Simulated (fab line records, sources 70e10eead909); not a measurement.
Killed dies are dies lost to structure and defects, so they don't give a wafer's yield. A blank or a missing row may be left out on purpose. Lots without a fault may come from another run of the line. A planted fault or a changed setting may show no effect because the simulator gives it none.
Chamber matching | flow nand_harc | NHARC_A_STAIRCASE_DEP_259 on pecvd-02: 3 sister chambers
The step deposits SiON, target thk 30 nm. 6 wafers are shown with their chamber, then 7 later ones without.

WAFERS WITH THEIR CHAMBER
wafer  | chamber | heater_power_outer_w (W) | heater_power_w (W)
L081.4 | 2       | 429                      | 701
L086.2 | 0       | 452                      | 754
L086.3 | 2       | 440                      | 717
L086.4 | 0       | 452                      | 755
L091.3 | 1       | 490                      | 742
L091.4 | 1       | 491                      | 742

WAFERS WITHOUT THEIR CHAMBER
wafer  | heater_power_outer_w (W) | heater_power_w (W)
L091.5 | 443                      | 721
L094.1 | 415                      | 679
L094.4 | 425                      | 698
L094.6 | 546                      | 793
L095.1 | 417                      | 691
L095.2 | 524                      | 781
L095.4 | 494                      | 819

WHICH CHAMBER EACH WENT THROUGH
wafer  | from the rows above     | in truth
L091.5 | 2                       | 2
L094.1 | 2                       | 2
L094.4 | 2                       | 2
L094.6 | 1                       | 1
L095.1 | 2                       | 2
L095.2 | 1                       | 1
L095.4 | can't be placed: 1 or 0 | 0
Placed correctly: 6 of 7. Can't be placed from these rows: 1 (the true chamber is among the candidates in 1). Placed wrongly: 0.
How it was worked out, from the rows above alone: a wafer's distance from a chamber is the root of the sum, over the readings, of the square of ((its reading less the chamber's mean) divided by the reading's scatter). The wafer belongs to the nearest chamber; if the next one is less than 2 further off, it can't be placed. A chamber's mean is the mean of its shown wafers. The scatter: the root of (the sum of the squares of (reading less its chamber's mean) over the shown wafers, divided by (wafers less chambers)).
